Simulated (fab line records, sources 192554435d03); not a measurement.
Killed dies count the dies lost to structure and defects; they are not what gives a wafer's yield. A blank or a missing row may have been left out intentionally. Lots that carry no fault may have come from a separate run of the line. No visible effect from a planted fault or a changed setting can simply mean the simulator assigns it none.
Struck lot and sound lot, side by side :: flow n5Finfet :: 16 out of 1938 route steps
Sound: the wafers L667.2, L667.4, L667.6. Struck: wafer L654.5 (left out: L654.3, a lot-mate that was not struck); the cause follows at the end.
Per side, at each step with rows, come the tool, then ch with its chambers, and then its first start. Under that, the readings that differ: sound wafers :: struck wafers :: difference of the means :: sigmas: that difference in standard deviations of wafers without a fault.
alike: same words and numbers on both sides, and readings whose means sit less than 2 such deviations apart. not compared: any withheld reading, any reading some wafer has no value for, any bound like >300 that may hide the same value, and any number with overlapping values for which the record gives no deviation.
The two part at a step that has a row with sigmas, a row that says differs or no value, or rows on one side only. Numbers that don't overlap but have no deviation are shown without sigmas and don't part them. Lack of a reading on every wafer of one side parts them only where that side has two or more wafers.

first, 1 step without rows for these wafers: N5_BEOL_M0_SAQP_STRIP_80 (strips in N2/H2).
N5_BEOL_M0_SAQP_HM_OPEN_112: chemistry CHF3/O2, target SiO2, stops on a-Si, target depth 12 nm, time 13.5 s.
  sound on rieDiel-02 ch 1,2, day 10 20:04; struck on rieDiel-06 ch 0, day 7 12:55
reading: oes_o_777_au (a.u.)
sound: 0.76 0.71 0.71
struck: 0.94
difference: +0.21
sigmas: +3

reading: oesProductAu (a.u.)
sound: 0.50 0.48 0.47
struck: 0.63
difference: +0.15
sigmas: +3
  alike: drypumpMotorCurrentA, mfcArSccm, rfVppV, showerheadPlenumPTorr, throttleValvePct
  not compared: rfHoursCounterH
then, 1 step without rows for these wafers: N5_BEOL_M0_SAQP_STRIP_113 (strips in CHF3/O2).
N5_BEOL_M0_SAQP_MANDREL_ETCH_20: etches a-Si in HBr/Cl2, stops on SiNx, target depth 60 nm, bt time 10 s, time 30 s.
  sound on rieSi-03 ch 0,2, day 10 20:09; struck on rieSi-04 ch 3, day 7 12:59
reading: drypumpMotorCurrentA (A)
sound: 6.5 6.0 6.0
struck: 4.9
difference: -1.3
sigmas: -2

reading: throttleValvePct (%)
sound: 34.8 34.7 34.8
struck: 35.9
difference: +1.1
sigmas: +2
  alike: oesProductAu
  not compared: rfHoursCounterH
then, 4 steps without rows for these wafers: N5_BEOL_M0_SAQP_STRIP_86 (strips in N2/H2); N5_BEOL_M0_SAQP_STRIP_115 (strips in post etch residue remover, time 60 s); N5_BEOL_M0_SAQP_SRD_93 (time 30 s); N5_BEOL_M0_SAQP_RECESS_114 (chemistry HF/NH3, target SiO2, target depth 14.4 nm, afs cycles 3, sublimation time 60 s).
N5_BEOL_M0_SAQP_SPACER1_ALD_98: deposits SiO2, target thk 12.8 nm, pulse time 1 s, purge time 2 s.
  sound on aldSin-02 ch 1,2,3, day 10 20:47; struck on aldSin-01 ch 1, day 7 13:37
  alike: heaterPowerW, precursorPulseHeightRel
N5_BEOL_M0_SAQP_SPACER1_ETCHBACK_99: etches SiO2 in CHF3/O2, target depth 15.4 nm, time 7.7 s.
  sound on rieDiel-05 ch 0,2,3, day 10 21:16; struck on rieDiel-02 ch 1, day 7 14:05
reading: rfVppV (V)
sound: 528 535 535
struck: 495
difference: -38
sigmas: -2
  alike: drypumpMotorCurrentA, mfcArSccm, oes_o_777_au, oesProductAu, showerheadPlenumPTorr, throttleValvePct
  not compared: rfHoursCounterH
then, 1 step without rows for these wafers: N5_BEOL_M0_SAQP_MANDREL1_REMOVE_100 (chemistry HBr/Cl2/O2, target a-Si, stops on SiNx, bt time 10 s).
N5_BEOL_M0_SAQP_CD_MEAS_25 targets a cd of 13.1 nm.
  sound on cdSem-01 ch 0, day 10 21:28; struck on cdSem-02 ch 0, day 7 14:17
  alike: cdNm
N5_BEOL_M0_SAQP_ETCH_101: etches SiNx in CH3F/O2, target depth 29.9 nm, time 42.7 s.
  sound on rieDiel-02 ch 1,3, day 10 21:30; struck on rieDiel-06 ch 0, day 7 14:19
reading: oes_o_777_au (a.u.)
sound: 0.77 0.74 0.77
struck: 0.95
difference: +0.19
sigmas: +3

reading: oesProductAu (a.u.)
sound: 0.76 0.73 0.76
struck: 1.33
difference: +0.58
sigmas: +7

reading: model.etch.depthNm (nm)
sound: 29.88 29.67 29.86
struck: 48.17
difference: +18.37
sigmas: 
  alike: drypumpMotorCurrentA, mfcArSccm, rfVppV, showerheadPlenumPTorr, throttleValvePct
  not compared: rfHoursCounterH
N5_BEOL_M0_SAQP_ETCH_102: etches SiO2 in CF4, target depth 4 nm, time 4.4 s.
  sound on rieSi-04 ch 0,1, day 10 21:37; struck on rieSi-03 ch 2, day 7 14:25
reading: oesProductAu (a.u.)
sound: 1.042 1.008 1.032
struck: 0.972
difference: -0.055
sigmas: -2
  alike: drypumpMotorCurrentA, throttleValvePct
  not compared: rfHoursCounterH
-- a jump in the record: the struck wafers' starts before and after are 2 days apart (it breaks off in module BEOL_M0_SAQP and resumes in module BEOL_M4, where the first step shown is number 1111 of the route) --
N5_BEOL_M4_RC_MEAS_101:
  sound on prober-01 ch 0, day 13 07:30; struck on prober-01 ch 0, day 9 17:28
reading: IOFF_P (nA/um)
sound: 0.19 0.17 0.22
struck: 0.37
difference: +0.18
sigmas: +3

reading: SS_P (mV/dec)
sound: 72.7 73.0 73.3
struck: 74.9
difference: +1.9
sigmas: +2

reading: VT_P (mV)
sound: -258 -256 -254
struck: -242
difference: +14
sigmas: +3
  alike: DIBL_N, DIBL_P, IOFF_N, ION_N, ION_P, SS_N, VT_N
next, for these wafers, 1 step has no rows: N5_PASSIVATION_PROBE_49.

== WHERE THEY PART ==
Last at N5_BEOL_M4_RC_MEAS_101 as far as this record goes, first at N5_BEOL_M0_SAQP_HM_OPEN_112.

WHY: what had been put in by the simulator
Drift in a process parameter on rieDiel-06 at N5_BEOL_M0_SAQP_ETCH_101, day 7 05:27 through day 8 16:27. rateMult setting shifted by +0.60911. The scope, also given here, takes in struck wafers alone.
